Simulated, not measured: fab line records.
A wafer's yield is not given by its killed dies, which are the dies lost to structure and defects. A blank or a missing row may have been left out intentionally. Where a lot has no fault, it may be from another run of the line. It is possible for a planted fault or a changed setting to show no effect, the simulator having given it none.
Matching of chambers	flow nand_harc	NHARC_P_CONTACT_STRIP_28 on rie_diel-12: 4 sister chambers
The step strips in O2. 27 wafers are shown with their chamber, then 12 later ones without.

== WAFERS PAIRED WITH THEIR CHAMBERS ==
wafer	chamber	showerhead_plenum_p_Torr (Torr)	drypump_motor_current_A (A)	oes_product_au (a.u.)
L075.2	3	3.80	5.7	1.013
L075.3	1	3.74	5.6	1.002
L075.4	0	3.44	6.2	1.006
L079.3	0	3.44	6.2	1.006
L079.5	0	3.44	6.2	1.008
L079.6	1	3.74	5.6	0.998
L079.1	1	3.74	5.6	1.002
L079.2	3	3.79	5.7	1.017
L079.4	2	3.34	5.2	1.013
L080.1	0	3.44	6.2	0.997
L080.4	2	3.34	5.1	1.010
L080.5	2	3.34	5.1	1.009
L081.1	1	3.74	5.6	0.989
L081.4	0	3.44	6.2	1.001
L081.5	1	3.74	5.6	0.990
L081.2	3	3.79	5.7	1.014
L081.3	2	3.34	5.2	1.005
L081.6	2	3.34	5.2	1.009
L082.1	2	3.34	5.2	1.001
L082.4	3	3.79	5.7	1.006
L082.5	1	3.74	5.6	0.981
L083.1	3	3.79	5.7	1.012
L083.3	2	3.34	5.1	1.003
L083.5	3	3.79	5.7	1.012
L087.1	2	3.34	5.1	1.008
L087.2	3	3.79	5.7	1.005
L087.6	1	3.74	5.6	0.994

SIGNATURES (averages over the wafers above)
reading	chamber 0	chamber 1	chamber 2	chamber 3	scatter within a chamber
showerhead_plenum_p_Torr	3.4400	3.7400	3.3400	3.7914	0.00193
drypump_motor_current_A	6.200	5.600	5.150	5.700	0.0295
oes_product_au	1.00360	0.99371	1.00725	1.01129	0.00534
Rule: for each reading, subtract the chamber's mean from the wafer's reading, divide by that reading's scatter and square the result; add these up over the readings and take the root, which gives the wafer's distance from the chamber. The wafer belongs to the nearest chamber; if the next one is less than 2 further off, it can't be placed. The scatter: the root of (the sum of the squares of (reading less its chamber's mean) over the shown wafers, divided by (wafers less chambers)).

== WAFERS WHOSE CHAMBER IS MISSING ==
wafer	showerhead_plenum_p_Torr (Torr)	drypump_motor_current_A (A)	oes_product_au (a.u.)
L092.4	3.34	5.2	1.026
L092.5	3.74	5.6	0.986
L092.6	3.44	6.2	0.996
L094.1	3.74	5.6	0.992
L094.4	3.34	5.1	1.011
L094.5	3.34	5.1	1.009
L097.1	3.43	6.2	0.989
L097.3	3.74	5.6	0.977
L097.4	3.79	5.7	0.990
L097.2	3.34	5.2	1.007
L097.5	3.73	5.6	0.974
L097.6	3.43	6.3	0.994

== EACH ONE'S CHAMBER ==
wafer	from the rows above	in truth
L092.4	2	2
L092.5	1	1
L092.6	0	0
L094.1	1	1
L094.4	2	2
L094.5	2	2
L097.1	0	0
L097.3	1	1
L097.4	3	3
L097.2	2	2
L097.5	1	1
L097.6	0	0
Correct placement for 12 of the 12. Left unplaced by these rows: 0. Wrongly placed: 0.
